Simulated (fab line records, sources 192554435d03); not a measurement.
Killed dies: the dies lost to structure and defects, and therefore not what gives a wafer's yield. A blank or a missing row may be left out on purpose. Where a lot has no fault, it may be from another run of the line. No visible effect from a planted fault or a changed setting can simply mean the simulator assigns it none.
The same fault as seen by 2 desks ; flow n5Finfet ; numbers are kept per desk, each desk with only its own; the story behind them comes last

== THE METROLOGY DESK ==
What the gauges read for every lot (on any tool): the sampled wafers with a number, averaged. Marked OUT: a lot whose mean sits more than 4 standard deviations from the usual mean, which makes it out of limits; the brackets give that distance.
Columns: A = M11_ILD_THK at N5_BEOL_M11_THK_MEAS_01, usual 268 nm
lot;first seen here;A
L236;day 9 19:08;271
L240;day 10 18:58;271
L239;day 10 19:38;269
L238;day 10 22:12;269
L243;day 11 16:11;271
L245;day 11 18:31;271
L246;day 12 06:38;266
L249;day 13 10:35;267
L248;day 13 13:00;266
L255;day 15 02:12;267
L258;day 15 17:22;263
This desk's verdict: no lot among the 11 shows anything out of limits.

== THE TOOL OWNER'S DESK: lithoTrack-02 ==
The tool's own readings at N5_BEOL_M11_COAT_59 (time 60 s, resist thk 100 nm): means of the sampled wafers that have a number, for each lot that ran on this tool. Marked OUT: a lot whose mean sits more than 4 standard deviations from the usual mean, which makes it out of limits; the brackets give that distance.
Columns: A = spinSpeedRpm at N5_BEOL_M11_COAT_59, usual 1500.1 rpm
lot;first seen here;A
L236;day 9 19:24;1500.1
L240;day 10 20:17;1500.0
L245;day 11 20:38;1287.8 (-99 or more) OUT
L246;day 12 07:58;1289.5 (-99 or more) OUT
This desk's verdict: out of limits on L245, L246, starting with L245 at day 11 20:38 (spinSpeedRpm at N5_BEOL_M11_COAT_59). L236, L240 stayed within limits.

== PUT TOGETHER ==
An alarm could have come from the tool owner's desk at day 11 20:38, on L245, L246.
The metrology desk saw nothing out of limits.
The metrology desk has L245, L246 on record, within its limits.
N5_BEOL_M11_COAT_59 was run on lithoTrack-02 by each of the lots named.

== WHAT THE SIMULATOR HAD INSERTED ==
Drift in process parameters on lithoTrack-02 at N5_BEOL_M11_COAT_59, starting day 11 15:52. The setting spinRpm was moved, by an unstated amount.
Struck lots among those shown: L245, L246.
How many hours passed from the start of the fault until each desk's first out-of-limits reading: the tool owner's desk, 5.
